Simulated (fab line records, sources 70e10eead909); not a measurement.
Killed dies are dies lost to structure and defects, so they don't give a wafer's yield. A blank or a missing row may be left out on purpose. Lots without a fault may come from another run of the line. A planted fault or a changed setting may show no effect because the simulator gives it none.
Chamber matching | flow nand_harc | NHARC_A_CONTACT_ALD_18 on ald_metal-02: 4 sister chambers
The step deposits TiN, target thk 3 nm, pulse time 1 s, ald cycles 150. 4 wafers are shown with their chamber, then 9 later ones without.

WAFERS WITH THEIR CHAMBER
wafer  | chamber | heater_power_w (W)
L080.4 | 3       | 1058
L088.3 | 2       | 1119
L088.5 | 0       | 1107
L088.6 | 1       | 1021

WAFERS WITHOUT THEIR CHAMBER
wafer  | heater_power_w (W)
L090.1 | 1076
L090.2 | 977
L090.3 | 1101
L094.1 | 1010
L094.4 | 1083
L094.5 | 990
L095.1 | 999
L095.4 | 1133
L095.5 | 1091

WHICH CHAMBER EACH WENT THROUGH
wafer  | from the rows above               | in truth
L090.1 | can't be placed: 3 or 0 or 2 or 1 | 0
L090.2 | can't be placed: 1 or 3           | 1
L090.3 | can't be placed: 0 or 2 or 3      | 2
L094.1 | can't be placed: 1 or 3           | 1
L094.4 | can't be placed: 0 or 3 or 2 or 1 | 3
L094.5 | can't be placed: 1 or 3           | 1
L095.1 | can't be placed: 1 or 3           | 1
L095.4 | can't be placed: 2 or 0           | 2
L095.5 | can't be placed: 0 or 2 or 3      | 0
Placed correctly: 0 of 9. Can't be placed from these rows: 9 (the true chamber is among the candidates in 9). Placed wrongly: 0.
How it was worked out, from the rows above alone: a wafer's distance from a chamber is the root of the sum, over the readings, of the square of ((its reading less the chamber's mean) divided by the reading's scatter). The wafer belongs to the nearest chamber; if the next one is less than 2 further off, it can't be placed. A chamber's mean is the mean of its shown wafers. The scatter: with one shown wafer a chamber, the root of the mean of the squares of how far each hidden wafer lies from its nearest shown one.
